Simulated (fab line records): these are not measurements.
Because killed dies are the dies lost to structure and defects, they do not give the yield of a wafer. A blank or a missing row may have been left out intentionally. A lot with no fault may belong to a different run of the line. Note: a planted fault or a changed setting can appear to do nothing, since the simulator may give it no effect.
fab line records	flow nandHarc
record lots=11	wafers=33	lastDay=24
route steps=1159 shown P_ZERO_WELL@19 P_STI@85 END@1159
lots that met no fault: from a run of the same line without faults
startH: hours from the record's opening day to when the first of the lot's shown wafers began	waitH: hours from the lot's prior step to this one	" same as the row above	L1.1+2: one row covering several wafers at once	- no value present, or no start provided	* or withheld: withheld	< > ~ a bound
route shown NAME@n: NAME is a module with steps in the file, n the number in the route of the first one	usual: mean/standard deviation taken from wafers without a fault	same: alike in all rows	chamber/n: place in a boat	sites: each site's reading	_std_site: the standard deviation of these	_edge_site: the outer-site mean with the inner-site mean subtracted	radiusMm: how far each site lies from the wafer's centre	mask NAME#n: copy n	behind: tool/chamber where the wafer was last shaped	hold: the reason the lot was held/the length of the hold in hours/how it ended	device: the transistor (n, p or np) that didn't switch	end of line: the same wafers' tests at the end of the route	a step without rows: its recipe alone	killed: dies that structure and defects cost at the first sort, which is not the same as the wafer's yield	map: a wafer's dies, marking killed ones x, the rest . and places with no die _
set.NAME: the setting as run; set.NAME@STEP: as run at that earlier step	model.NAME: the simulator's own value behind a step, which no gauge read
the route's steps for a sample of lots (tables are steps, rows are wafers)
services: the hour from which a tool's chamber was out of use, counted from the record's first day as startH (under 0 if before that day), plus the number of hours and why
## steps
# step NHARC_P_ZERO_WELL_ETCH_63
# recipe targetDepthA=1200	timeS=40.1	hbrFlowSccm=150	cl2FlowSccm=50	rfW=400	icpW=400	biasW=100	chemistry=HBr/Cl2
# usual biasW=100.00/0.3	drypumpMotorCurrentA=6.0/0.33	oesProductAu=1.000/0.011	throttleValvePct=26.404/0.009
lot.wafer	tool	chamber	startH	waitH	biasW	drypumpMotorCurrentA	oesProductAu	rfHoursCounterH	throttleValvePct
L309.1	rieSi-05	1	13.79	-	99.94	5.4	1.009	0.8	26.406
L309.5	"	3	"	"	100.03	6.1	0.988	-	26.412
L309.6	"	0	"	"	99.85	6.5	1.000	-	26.402
L313.3	rieSi-04	3	37.67	-	99.86	5.5	0.992	1.1	26.412
L313.6	"	1	"	"	99.87	6.0	0.980	-	26.397
L313.5	"	2	"	"	99.75	5.8	0.990	-	26.404
L314.2	rieSi-04	3	43.67	-	99.70	5.5	0.986	1.1	26.420
L314.3	"	1	"	"	99.68	6.0	0.981	1.2	26.407
L314.6	"	2	"	"	99.72	5.8	0.994	-	26.399
L323.4	rieSi-05	2	97.65	-	99.56	6.2	1.015	0.3	26.417
L323.1	"	3	"	"	100.03	6.1	0.998	0.3	26.400
L323.5	"	3	"	"	100.39	6.1	1.007	-	26.405
L326.2	rieSi-05	2	115.55	-	100.05	6.3	0.993	0.4	26.382
L326.3	"	3	"	"	99.59	6.1	0.996	0.4	26.391
L326.4	"	0	"	"	100.06	6.5	0.989	0.3	26.399
L327.4	rieSi-05	0	121.66	-	99.71	6.5	1.006	0.4	26.413
L327.2	"	2	"	"	100.11	6.2	1.008	0.5	26.404
L327.1	"	3	"	"	100.28	6.1	0.998	0.5	26.410
L328.1	rieSi-05	2	127.77	-	99.81	6.2	1.011	0.6	26.396
L328.6	"	2	"	"	99.80	6.3	1.005	-	26.392
L328.5	"	3	"	"	100.67	6.1	1.001	-	26.408
L329.4	rieSi-04	2	133.78	-	100.11	5.8	0.988	0.3	26.409
L329.1	"	0	"	"	99.86	6.2	1.002	0.2	26.410
L329.6	"	3	"	"	99.19	5.5	0.989	-	26.404
L330.3	rieSi-04	1	139.55	-	100.13	6.0	1.003	0.2	26.403
L330.2	"	3	"	"	99.91	5.5	1.008	0.3	26.404
L330.6	"	0	"	"	100.18	6.2	0.999	-	26.398
L331.4	rieSi-05	1	145.80	-	100.03	5.4	1.008	0.7	26.397
L331.3	"	2	"	"	100.03	6.2	1.013	0.7	26.403
L331.6	"	3	"	"	100.43	6.1	1.005	-	26.425
L332.2	rieSi-05	0	151.53	-	99.68	6.4	1.003	0.7	26.416
L332.3	"	3	"	"	99.72	6.1	1.010	0.8	26.383
L332.5	"	1	"	"	100.06	5.4	1.002	-	26.406
# step NHARC_P_ZERO_WELL_CD_MEAS_37
# recipe targetCdNm=720	landingEnergyEv=500
# usual cdNm=721.4/2.1
lot.wafer	tool	chamber	startH	waitH	cdNm
L309.1	cdSem-03	0	16.33	-	719.9
L309.5	"	0	"	"	721.9
L309.6	"	0	"	"	726.3
L313.3	cdSem-02	0	40.25	-	724.0
L313.5	"	0	"	"	724.1
L313.6	"	0	"	"	722.6
L314.2	cdSem-02	0	46.03	-	721.4
L314.3	"	0	"	"	724.5
L314.6	"	0	"	"	722.2
L323.1	cdSem-02	0	100.11	-	717.1
L323.4	"	0	"	"	723.4
L323.5	"	0	"	"	719.4
L326.2	cdSem-03	0	118.00	-	723.4
L326.3	"	0	"	"	720.2
L326.4	"	0	"	"	719.7
L327.1	cdSem-02	0	124.10	-	723.5
L327.2	"	0	"	"	722.9
L327.4	"	0	"	"	722.3
L328.1	cdSem-01	0	130.34	-	721.1
L328.5	"	0	"	"	720.7
L328.6	"	0	"	"	721.7
L329.1	cdSem-01	0	136.23	-	718.3
L329.4	"	0	"	"	723.6
L329.6	"	0	"	"	719.6
L330.2	cdSem-01	0	142.12	-	722.9
L330.3	"	0	"	"	720.9
L330.6	"	0	"	"	720.2
L331.3	cdSem-03	0	148.10	-	724.2
L331.4	"	0	"	"	720.9
L331.6	"	0	"	"	720.0
L332.2	cdSem-03	0	153.97	-	718.4
L332.3	"	0	"	"	721.6
L332.5	"	0	"	"	715.8
# step NHARC_P_ZERO_WELL_DESCUM_39
# recipe timeS=3	o2FlowSccm=200	arFlowSccm=0	biasPowerW=0	chemistry=O2
# usual drypumpMotorCurrentA=5.7/0.42	oesProductAu=1.001/0.012	rfVppV=57.8/0.87	showerheadPlenumPTorr=1.94/0.077	throttleValvePct=11.311/0.0087
lot.wafer	tool	chamber	startH	waitH	drypumpMotorCurrentA	oesProductAu	rfHoursCounterH	rfVppV	showerheadPlenumPTorr	throttleValvePct
L309.1	rieDiel-02	0	16.53	-	5.7	0.989	1.6	57.0	2.02	11.333
L309.5	"	2	"	"	5.6	1.021	-	57.0	1.85	11.304
L309.6	"	3	"	"	4.8	0.997	-	56.8	1.89	11.321
L313.3	rieDiel-01	2	40.43	-	5.2	0.997	4.9	59.1	2.07	11.319
L313.6	"	0	"	"	6.0	1.010	-	57.2	1.81	11.301
L313.5	"	1	"	"	6.3	0.998	-	57.3	1.93	11.324
L314.2	rieDiel-01	0	46.18	-	6.0	1.012	4.8	57.6	1.81	11.306
L314.3	"	1	"	"	6.3	1.006	5.1	58.1	1.93	11.307
L314.6	"	0	"	"	6.0	1.010	-	56.9	1.81	11.305
L323.4	rieDiel-02	1	100.27	-	6.0	0.979	6.9	57.6	1.88	11.308
L323.1	"	2	"	"	5.6	1.011	6.8	58.0	1.85	11.304
L323.5	"	2	"	"	5.6	1.017	-	56.1	1.85	11.308
L326.3	rieDiel-03	0	118.17	-	5.5	1.004	4.7	56.8	2.00	11.304
L326.2	"	1	"	"	5.6	1.037	5.2	58.7	2.05	11.313
L326.4	"	2	"	"	5.9	0.985	4.7	57.1	1.95	11.298
L327.4	rieDiel-01	1	124.26	-	6.3	1.011	9.8	57.2	1.93	11.323
L327.2	"	2	"	"	5.2	0.983	9.9	59.0	2.06	11.310
L327.1	"	0	"	"	6.0	1.011	9.3	57.0	1.81	11.306
L328.1	rieDiel-03	0	130.52	-	5.4	0.999	5.7	58.1	2.00	11.334
L328.6	"	2	"	"	5.9	0.990	-	57.7	1.95	11.301
L328.5	"	3	"	"	5.8	0.983	-	58.2	1.98	11.310
L329.4	rieDiel-03	0	136.40	-	5.4	1.011	5.8	58.9	2.00	11.315
L329.1	"	1	"	"	5.6	1.022	7.0	58.3	2.05	11.310
L329.6	"	0	"	"	5.4	1.005	-	58.1	2.00	11.322
L330.2	rieDiel-03	1	142.28	-	5.6	1.009	7.3	58.8	2.05	11.312
L330.3	"	2	"	"	5.9	0.991	6.8	57.9	1.95	11.299
L330.6	"	1	"	"	5.6	1.020	-	58.4	2.05	11.314
L331.4	rieDiel-03	3	148.25	-	5.8	0.992	6.4	57.2	1.98	11.316
L331.3	"	1	"	"	5.6	1.023	7.3	58.5	2.05	11.304
L331.6	"	3	"	"	5.8	0.999	-	58.5	1.98	11.318
L332.2	rieDiel-01	0	154.13	-	6.0	1.022	0.8	58.2	1.80	11.318
L332.3	"	3	"	"	5.8	1.006	0.6	57.7	2.00	11.309
L332.5	"	1	"	"	6.2	1.015	-	58.0	1.93	11.311
# step NHARC_P_ZERO_WELL_RTA_42
# recipe tempC=1100	timeS=300
# usual lampPowerPct=36.2/1.5	lamp_zone_2_pct=36.2/1.5	lamp_zone_7_pct=36.5/1.5	wafer_temp_C_max=1104.2/0.86
lot.wafer	tool	chamber	startH	waitH	lampPowerPct	lamp_zone_2_pct	lamp_zone_7_pct	wafer_temp_C_max
L309.1	rtpAnneal-01	0	18.99	-	34.7	34.7	35.0	1104.6
L309.5	"	0	"	"	34.7	34.7	35.0	1105.3
L309.6	"	0	"	"	34.7	34.7	35.0	1105.0
L313.3	rtpAnneal-01	0	43.33	-	34.7	34.7	35.0	1103.3
L313.5	"	0	"	"	34.7	34.7	35.0	1103.7
L313.6	"	0	"	"	34.7	34.6	35.0	1104.3
L314.2	rtpAnneal-01	0	48.93	-	34.7	34.7	35.0	1103.4
L314.3	"	0	"	"	34.7	34.7	35.0	1104.8
L314.6	"	0	"	"	34.7	34.6	35.0	1103.5
L323.1	rtpAnneal-02	0	102.92	-	37.7	37.7	38.1	1104.7
L323.4	"	0	"	"	37.8	37.8	38.1	1103.0
L323.5	"	0	"	"	37.8	37.7	38.1	1104.8
L326.2	rtpAnneal-02	0	120.75	-	37.7	37.7	38.0	1103.9
L326.3	"	0	"	"	37.7	37.7	38.1	1104.1
L326.4	"	0	"	"	37.7	37.7	38.1	1103.5
L327.1	rtpAnneal-01	0	126.76	-	34.7	34.7	35.0	1103.5
L327.2	"	0	"	"	34.7	34.7	35.0	1103.8
L327.4	"	0	"	"	34.7	34.7	35.0	1103.7
L328.1	rtpAnneal-02	0	133.18	-	37.6	37.7	38.1	1104.9
L328.5	"	0	"	"	37.7	37.7	38.0	1102.8
L328.6	"	0	"	"	37.6	37.7	38.0	1102.9
L329.1	rtpAnneal-02	0	139.00	-	37.7	37.7	38.1	1105.5
L329.4	"	0	"	"	37.7	37.7	38.0	1103.1
L329.6	"	0	"	"	37.7	37.6	38.1	1103.2
L330.2	rtpAnneal-01	0	144.88	-	34.7	34.6	35.0	1104.3
L330.3	"	0	"	"	34.7	34.7	35.0	1102.8
L330.6	"	0	"	"	34.7	34.7	34.9	1106.3
L331.3	rtpAnneal-02	0	151.12	-	37.7	37.7	38.0	1105.3
L331.4	"	0	"	"	37.6	37.7	38.1	1104.4
L331.6	"	0	"	"	37.7	37.7	38.0	1103.9
L332.2	rtpAnneal-01	0	156.74	-	34.7	34.7	35.0	1103.2
L332.3	"	0	"	"	34.8	34.6	35.0	1104.2
L332.5	"	0	"	"	34.7	34.7	35.0	1103.6
# step NHARC_P_ZERO_WELL_INSPECT_43
# usual rawDefectCount=14/5.8
lot.wafer	tool	chamber	startH	waitH	rawDefectCount
L309.1	defectInspect-01	-	19.67	0.6	15
L309.5	"	-	"	"	18
L309.6	"	-	"	"	12
L313.3	defectInspect-02	-	43.79	0.4	11
L313.5	"	-	"	"	260
L313.6	"	-	"	"	14
L314.2	defectInspect-01	-	49.52	0.5	8
L314.3	"	-	"	"	14
L314.6	"	-	"	"	264
L323.1	defectInspect-01	-	103.60	0.6	7
L323.4	"	-	"	"	10
L323.5	"	-	"	"	14
L326.2	defectInspect-02	-	121.32	0.5	25
L326.3	"	-	"	"	15
L326.4	"	-	"	"	19
L327.1	defectInspect-02	-	127.43	0.6	33
L327.2	"	-	"	"	14
L327.4	"	-	"	"	24
L328.1	defectInspect-02	-	133.88	0.6	21
L328.5	"	-	"	"	15
L328.6	"	-	"	"	6
L329.1	defectInspect-02	-	139.69	0.6	7
L329.4	"	-	"	"	5
L329.6	"	-	"	"	10
L330.2	defectInspect-02	-	145.45	0.5	20
L330.3	"	-	"	"	15
L330.6	"	-	"	"	19
L331.3	defectInspect-01	-	151.58	0.4	8
L331.4	"	-	"	"	8
L331.6	"	-	"	"	10
L332.2	defectInspect-01	-	157.32	0.5	22
L332.3	"	-	"	"	25
L332.5	"	-	"	"	22
# step NHARC_P_STI_INSPECT_11
# usual rawDefectCount=5.3/2.8
lot.wafer	tool	chamber	startH	waitH	rawDefectCount
L309.1	defectInspect-02	-	39.14	0.0	8
L309.5	"	-	"	"	7
L309.6	"	-	"	"	5
L313.3	defectInspect-01	-	58.34	0.0	3
L313.5	"	-	"	"	252
L313.6	"	-	"	"	7
L314.2	defectInspect-02	-	65.02	0.0	7
L314.3	"	-	"	"	6
L314.6	"	-	"	"	255
L323.1	defectInspect-01	-	119.16	0.0	7
L323.4	"	-	"	"	2
L323.5	"	-	"	"	3
L326.2	defectInspect-01	-	137.78	0.0	5
L326.3	"	-	"	"	7
L326.4	"	-	"	"	2
L327.1	defectInspect-01	-	143.74	0.0	3
L327.2	"	-	"	"	4
L327.4	"	-	"	"	6
L329.1	defectInspect-02	-	151.44	0.0	6
L329.4	"	-	"	"	2
L329.6	"	-	"	"	9
L328.1	defectInspect-02	-	151.60	0.0	7
L328.5	"	-	"	"	7
L328.6	"	-	"	"	5
L330.2	defectInspect-01	-	162.74	0.0	3
L330.3	"	-	"	"	6
L330.6	"	-	"	"	6
L331.3	defectInspect-01	-	167.01	0.0	5
L331.4	"	-	"	"	6
L331.6	"	-	"	"	6
L332.2	defectInspect-01	-	172.80	0.0	8
L332.3	"	-	"	"	5
L332.5	"	-	"	"	8
# step NHARC_END_SORT_01
# recipe tempC=25
# usual killedAtArray=24/8.4	killedAtOther=0.7/1.1	killedAtPeriphery=2.9/1.7	killedDies=27/8.6	killedOpen=3.3/1.8	killedShort=1.8/1.4
# same grossDies=677
lot.wafer	tool	chamber	startH	waitH	killedAtArray	killedAtOther	killedAtPeriphery	killedDies	killedOpen	killedShort
L314.2	prober-02	0	451.13	2.8	16	0	5	21	1	3
L314.3	prober-02	0	451.94	3.1	9	0	5	14	3	2
L314.6	prober-02	0	454.35	4.0	13	0	36	49	1	3
L309.1	prober-01	0	455.42	2.5	23	0	3	26	4	0
L309.5	prober-01	0	458.58	3.7	29	0	1	30	4	2
L309.6	prober-01	0	459.37	3.9	14	0	1	15	1	1
L313.3	prober-02	0	467.44	3.1	30	1	4	35	1	2
L313.5	prober-02	0	469.02	3.6	18	1	35	54	2	2
L313.6	prober-02	0	469.80	3.9	19	0	5	24	6	0
L323.1	prober-01	0	515.60	2.4	30	5	2	37	4	2
L323.4	prober-01	0	518.01	3.4	37	3	3	43	5	2
L323.5	prober-01	0	518.81	3.7	29	5	4	38	4	2
L329.1	prober-02	0	549.33	2.5	31	1	4	36	4	2
L329.4	prober-02	0	551.75	3.4	36	0	4	40	2	3
L329.6	prober-02	0	553.35	4.0	39	0	5	44	7	4
L328.1	prober-01	0	549.41	2.6	24	0	5	29	1	2
L328.5	prober-01	0	552.61	3.7	34	1	2	37	3	2
L328.6	prober-01	0	553.42	4.0	21	0	4	25	4	0
L327.1	prober-01	0	557.15	2.4	31	1	6	38	8	0
L327.2	prober-01	0	557.95	2.8	31	0	3	34	3	3
L327.4	prober-01	0	559.53	3.4	27	0	7	34	4	3
L326.2	prober-02	0	557.98	2.8	26	2	1	29	5	3
L326.3	prober-02	0	558.78	3.1	32	0	2	34	4	2
L326.4	prober-02	0	559.58	3.4	30	1	1	32	2	1
L330.2	prober-01	0	568.07	2.8	31	0	2	33	4	3
L330.3	prober-01	0	568.87	3.1	15	0	2	17	3	0
L330.6	prober-01	0	571.26	4.0	21	0	1	22	1	4
L332.2	prober-02	0	574.28	2.8	15	0	3	18	2	2
L332.3	prober-02	0	575.08	3.1	25	1	3	29	3	0
L332.5	prober-02	0	576.69	3.7	16	1	1	18	2	1
L331.3	prober-01	0	576.64	3.1	17	0	3	20	3	3
L331.4	prober-01	0	577.44	3.4	13	0	7	20	3	4
L331.6	prober-01	0	579.02	4.0	12	0	3	15	3	2
# killed by level:class
L314.2 A_STAIRCASE:chamberFilmFlake=6 P_ZERO_WELL:chamberFilmFlake=3 A_CHANNEL_HOLE_D1:chamberFilmFlake=3 A_CONTACT:chamberFilmFlake=3 P_M0:geometricParticle:open=1 P_M0:geometricParticle:short=1 A_CHANNEL_FILL_D1:geometricParticle:short=1 A_WL_FILL:geometricParticle:short=1
L314.3 A_STAIRCASE:chamberFilmFlake=3 P_ZERO_WELL:chamberFilmFlake=2 A_CONTACT:chamberFilmFlake=2 P_CONTACT:geometricParticle:open=1 P_M0:geometricParticle:open=1 A_CHANNEL_HOLE_D1:geometricParticle:short=1 A_WL_FILL:geometricParticle:short=1 A_CONTACT:geometricParticle:open=1
L314.6 P_ZERO_WELL:unspecified=33 A_STAIRCASE:chamberFilmFlake=6 A_CHANNEL_FILL_D1:geometricParticle:short=3 P_STI:chamberFilmFlake=2 A_ZERO_WELL:chamberFilmFlake=2 A_CHANNEL_FILL_D1:geometricParticle:open=1 P_ZERO_WELL:chamberFilmFlake=1 A_CHANNEL_HOLE_D1:chamberFilmFlake=1
L309.1 A_SLIT:chamberFilmFlake=12 A_CONTACT:chamberFilmFlake=4 A_WL_FILL:geometricParticle:open=2 P_STI:chamberFilmFlake=2 A_STAIRCASE:chamberFilmFlake=2 A_STAIRCASE:geometricParticle:open=1 A_M0:geometricParticle:open=1 P_GATE:chamberFilmFlake=1
L309.5 A_SLIT:chamberFilmFlake=16 A_STAIRCASE:chamberFilmFlake=3 A_CONTACT:chamberFilmFlake=3 A_ONON_D1:geometricParticle:open=1 A_SGD_CUT:geometricParticle:short=1 A_WL_FILL:geometricParticle:short=1 A_CONTACT:geometricParticle:open=1 A_BLC:geometricParticle:open=1
L309.6 A_SLIT:chamberFilmFlake=5 A_CHANNEL_HOLE_D1:chamberFilmFlake=3 A_CONTACT:chamberFilmFlake=3 A_ONON_D1:geometricParticle:short=1 A_BLC:geometricParticle:open=1 P_STI:chamberFilmFlake=1 A_STAIRCASE:chamberFilmFlake=1
L313.3 A_CHANNEL_HOLE_D1:chamberFilmFlake=18 A_CONTACT:chamberFilmFlake=6 P_GATE:chamberFilmFlake=2 A_WL_FILL:chamberFilmFlake=2 P_CONTACT:geometricParticle:short=1 A_ONON_D1:geometricParticle:open=1 STARTING-WAFER:geometricParticle:short=1 P_M0:chamberFilmFlake=1
L313.5 P_ZERO_WELL:unspecified=32 A_CHANNEL_HOLE_D1:chamberFilmFlake=11 A_CONTACT:chamberFilmFlake=2 P_GATE:geometricParticle:open=1 A_M0:geometricParticle:open=1 A_M0:geometricParticle:short=1 P_GATE:chamberFilmFlake=1 P_M0:chamberFilmFlake=1
L313.6 A_CHANNEL_HOLE_D1:chamberFilmFlake=7 A_CONTACT:chamberFilmFlake=4 P_M0:geometricParticle:open=2 A_CONTACT:geometricParticle:open=2 P_STI:chamberFilmFlake=2 A_STAIRCASE:chamberFilmFlake=2 A_WL_FILL:chamberFilmFlake=2 A_SGD_CUT:geometricParticle:open=1
L323.1 A_CHANNEL_HOLE_D1:chamberFilmFlake=17 THIN_TSV:chamberFilmFlake=5 A_STAIRCASE:chamberFilmFlake=3 A_CONTACT:chamberFilmFlake=3 A_ZERO_WELL:chamberFilmFlake=2 P_M1:geometricParticle:open=1 A_ONON_D1:geometricParticle:short=1 A_WL_FILL:geometricParticle:open=1
L323.4 A_CHANNEL_HOLE_D1:chamberFilmFlake=22 A_CONTACT:chamberFilmFlake=5 THIN_TSV:chamberFilmFlake=3 A_CHANNEL_FILL_D1:chamberFilmFlake=2 A_STAIRCASE:chamberFilmFlake=2 P_M0:geometricParticle:open=1 P_M2:geometricParticle:open=1 A_CHANNEL_HOLE_D1:geometricParticle:short=1
L323.5 A_CHANNEL_HOLE_D1:chamberFilmFlake=19 THIN_TSV:chamberFilmFlake=5 P_CONTACT:geometricParticle:open=2 A_WL_FILL:geometricParticle:short=2 A_ZERO_WELL:chamberFilmFlake=2 A_CHANNEL_FILL_D1:chamberFilmFlake=2 A_CHANNEL_HOLE_D1:geometricParticle:open=1 A_CONTACT:geometricParticle:open=1
L329.1 A_CHANNEL_HOLE_D1:chamberFilmFlake=21 A_CONTACT:chamberFilmFlake=5 A_CONTACT:geometricParticle:open=2 P_CONTACT:geometricParticle:open=1 P_CONTACT:geometricParticle:short=1 A_CONTACT:geometricParticle:short=1 THIN_TSV:geometricParticle:open=1 P_STI:chamberFilmFlake=1
L328.1 A_SLIT:chamberFilmFlake=13 A_CHANNEL_HOLE_D1:chamberFilmFlake=6 P_M0:chamberFilmFlake=2 A_CONTACT:chamberFilmFlake=2 P_M1:geometricParticle:short=1 A_SGD_CUT:geometricParticle:short=1 A_BLC:geometricParticle:open=1 P_GATE:chamberFilmFlake=1
L329.4 A_CHANNEL_HOLE_D1:chamberFilmFlake=24 A_CONTACT:chamberFilmFlake=5 A_ZERO_WELL:chamberFilmFlake=3 P_STI:chamberFilmFlake=2 P_CONTACT:geometricParticle:short=1 P_CONTACT:geometricParticle:open=1 A_ONON_D1:geometricParticle:short=1 A_BLC:geometricParticle:short=1
L328.5 A_SLIT:chamberFilmFlake=16 A_CHANNEL_HOLE_D1:chamberFilmFlake=8 A_CONTACT:chamberFilmFlake=5 A_CONTACT:geometricParticle:open=2 A_STAIRCASE:chamberFilmFlake=2 P_M0:geometricParticle:short=1 A_M0:geometricParticle:open=1 STARTING-WAFER:geometricParticle:short=1
L329.6 A_CHANNEL_HOLE_D1:chamberFilmFlake=23 A_CONTACT:chamberFilmFlake=4 A_CONTACT:geometricParticle:open=3 P_M0:geometricParticle:open=2 P_M2:geometricParticle:short=1 A_CHANNEL_HOLE_D1:geometricParticle:short=1 A_CHANNEL_HOLE_D1:geometricParticle:open=1 A_CHANNEL_FILL_D1:geometricParticle:short=1
L328.6 A_CHANNEL_HOLE_D1:chamberFilmFlake=7 A_CONTACT:chamberFilmFlake=6 A_SLIT:chamberFilmFlake=5 P_M0:chamberFilmFlake=2 P_M1:geometricParticle:open=1 A_SGD_CUT:geometricParticle:open=1 A_CONTACT:geometricParticle:open=1 A_BLC:geometricParticle:open=1
L327.1 A_CHANNEL_HOLE_D1:chamberFilmFlake=19 A_CONTACT:chamberFilmFlake=5 P_M0:geometricParticle:open=2 A_WL_FILL:geometricParticle:open=2 P_GATE:chamberFilmFlake=2 P_M0:chamberFilmFlake=2 A_CHANNEL_FILL_D1:geometricParticle:open=1 A_CONTACT:geometricParticle:open=1
L327.2 A_CHANNEL_HOLE_D1:chamberFilmFlake=20 A_CONTACT:chamberFilmFlake=4 A_WL_FILL:geometricParticle:short=2 A_STAIRCASE:chamberFilmFlake=2 P_M1:geometricParticle:short=1 A_CHANNEL_FILL_D1:geometricParticle:open=1 A_WL_FILL:geometricParticle:open=1 A_CONTACT:geometricParticle:open=1
L326.2 A_CHANNEL_HOLE_D1:chamberFilmFlake=10 A_WL_FILL:chamberFilmFlake=5 A_STAIRCASE:chamberFilmFlake=3 A_CONTACT:geometricParticle:open=2 A_CONTACT:chamberFilmFlake=2 P_BONDPAD:geometricParticle:open=1 A_ONON_D1:geometricParticle:short=1 A_SGD_CUT:geometricParticle:open=1
L326.3 A_CHANNEL_HOLE_D1:chamberFilmFlake=20 A_CONTACT:chamberFilmFlake=4 P_M0:geometricParticle:open=1 A_SOURCE_PLATE:geometricParticle:open=1 A_ONON_D1:geometricParticle:short=1 A_WL_FILL:geometricParticle:open=1 A_WL_FILL:geometricParticle:short=1 A_BLC:geometricParticle:open=1
L327.4 A_CHANNEL_HOLE_D1:chamberFilmFlake=18 P_GATE:chamberFilmFlake=3 A_CHANNEL_HOLE_D1:geometricParticle:open=2 P_M0:chamberFilmFlake=2 A_STAIRCASE:chamberFilmFlake=2 P_M0:geometricParticle:short=1 P_M0:geometricParticle:open=1 A_ONON_D1:geometricParticle:short=1
L326.4 A_CHANNEL_HOLE_D1:chamberFilmFlake=21 A_STAIRCASE:chamberFilmFlake=3 A_CONTACT:chamberFilmFlake=3 P_M0:geometricParticle:open=1 A_SOURCE_PLATE:geometricParticle:open=1 A_SGD_CUT:geometricParticle:short=1 A_WL_FILL:chamberFilmFlake=1 THIN_TSV:chamberFilmFlake=1
L330.2 A_CONTACT:chamberFilmFlake=13 A_CHANNEL_HOLE_D1:chamberFilmFlake=9 A_WL_FILL:geometricParticle:short=3 A_STAIRCASE:chamberFilmFlake=2 A_ONON_D1:geometricParticle:open=1 A_SGD_CUT:geometricParticle:open=1 A_M0:geometricParticle:open=1 A_M1:geometricParticle:open=1
L330.3 A_CHANNEL_HOLE_D1:chamberFilmFlake=6 A_CONTACT:chamberFilmFlake=4 A_CONTACT:geometricParticle:open=2 P_ZERO_WELL:chamberFilmFlake=2 A_STAIRCASE:chamberFilmFlake=2 A_CHANNEL_FILL_D1:geometricParticle:open=1
L330.6 A_CHANNEL_HOLE_D1:chamberFilmFlake=8 A_CONTACT:chamberFilmFlake=7 A_M0:geometricParticle:short=2 A_ONON_D1:geometricParticle:short=1 A_CONTACT:geometricParticle:short=1 A_BLC:geometricParticle:open=1 P_ZERO_WELL:chamberFilmFlake=1 A_STAIRCASE:chamberFilmFlake=1
L332.2 A_CHANNEL_HOLE_D1:chamberFilmFlake=5 A_CONTACT:chamberFilmFlake=4 P_ZERO_WELL:chamberFilmFlake=3 A_STAIRCASE:chamberFilmFlake=2 A_CHANNEL_HOLE_D1:geometricParticle:open=1 A_M0:geometricParticle:short=1 A_M0:geometricParticle:open=1 A_M1:geometricParticle:short=1
L332.3 A_CHANNEL_HOLE_D1:chamberFilmFlake=12 A_CONTACT:chamberFilmFlake=8 P_ZERO_WELL:chamberFilmFlake=3 A_WL_FILL:geometricParticle:open=2 A_STAIRCASE:chamberFilmFlake=2 A_CHANNEL_FILL_D1:geometricParticle:open=1 THIN_TSV:chamberFilmFlake=1
L331.3 A_CHANNEL_HOLE_D1:chamberFilmFlake=7 A_CONTACT:chamberFilmFlake=4 A_ONON_D1:geometricParticle:short=2 P_M2:chamberFilmFlake=2 P_STI:geometricParticle:open=1 A_WL_FILL:geometricParticle:short=1 A_CONTACT:geometricParticle:open=1 A_M0:geometricParticle:open=1
L332.5 A_CHANNEL_HOLE_D1:chamberFilmFlake=6 A_STAIRCASE:chamberFilmFlake=4 A_CONTACT:chamberFilmFlake=3 A_SLIT:geometricParticle:open=1 A_WL_FILL:geometricParticle:short=1 A_WL_FILL:geometricParticle:open=1 P_ZERO_WELL:chamberFilmFlake=1 THIN_TSV:chamberFilmFlake=1
L331.4 P_M2:chamberFilmFlake=5 A_CONTACT:chamberFilmFlake=4 A_CHANNEL_HOLE_D1:chamberFilmFlake=3 P_CONTACT:geometricParticle:short=1 P_M2:geometricParticle:open=1 A_ONON_D1:geometricParticle:open=1 A_ONON_D1:geometricParticle:short=1 A_CHANNEL_HOLE_D1:geometricParticle:short=1
L331.6 A_CONTACT:chamberFilmFlake=4 P_M2:chamberFilmFlake=2 A_CHANNEL_HOLE_D1:chamberFilmFlake=2 P_CONTACT:geometricParticle:open=1 A_SOURCE_PLATE:geometricParticle:short=1 A_CHANNEL_FILL_D1:geometricParticle:short=1 A_WL_FILL:geometricParticle:open=1 A_CONTACT:geometricParticle:open=1
## services
tool	chamber	startH	hours	kind
rieDiel-03	1	-8.61	4.3	repair
rieDiel-03	2	5.34	2.9	repair
rieDiel-02	-	8.53	0.6	repair
rieDiel-01	2	11.19	1.2	repair
rieSi-04	3	18.00	0.9	repair
rieDiel-02	0	25.75	11.2	repair
rieDiel-03	-	38.30	9.0	pm
rieSi-04	1	43.94	4.7	repair
rieDiel-02	2	53.72	4.6	repair
rieSi-05	-	62.00	9.0	pm
rieSi-05	0	62.00	9.0	ventCycle
rieSi-05	1	62.00	9.0	ventCycle
rieSi-05	2	62.00	9.0	ventCycle
rieSi-05	3	62.00	9.0	ventCycle
rieSi-05	0	71.00	-	clean
rieSi-05	1	71.00	-	clean
rieSi-05	2	71.00	-	clean
rieSi-05	3	71.00	-	clean
rieDiel-02	1	85.22	6.8	repair
rieSi-04	-	99.00	9.0	pm
rieDiel-02	1	113.43	1.4	repair
rieDiel-03	0	132.94	2.5	repair
rieDiel-01	-	137.80	9.0	pm
rieDiel-02	-	150.80	9.0	pm
## key
firstSign step=NHARC_P_ZERO_WELL_INSPECT_43	reading=rawDefectCount	direction=up	sigmas=43	usual=14	struck=262
effect step=NHARC_P_STI_INSPECT_11	reading=rawDefectCount	direction=up	sigmas=90	usual=5.3	struck=253.5
effect step=NHARC_END_SORT_01	reading=killedAtPeriphery	direction=up	sigmas=19	usual=2.9	struck=35.5
moreKillsBornAt NHARC_P_ZERO_WELL_ETCH_63@rieSi-04=64
metAt NHARC_P_ZERO_WELL_ETCH_63
struckLots L313,L314
struckWafers L313.5,L314.6
testerLeftOut L313,L314
notActingAt NHARC_P_ZERO_WELL_CD_MEAS_37,NHARC_P_ZERO_WELL_DESCUM_39,NHARC_P_ZERO_WELL_RTA_42
fault kind=chamberParticleSource	tool=rieSi-04	chamber=2	onsetH=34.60	steps=NHARC_P_ZERO_WELL_ETCH_63	ratePerVisitCm2=0.37736	endH=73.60
# testerLeftOut: of these lots the tester's yield and bins aren't shown, on N5 and GAA mostly nor the transistor test; their killed dies are dies lost to structure and defects alone, not to doping, threshold or leakage, so they don't give the yield
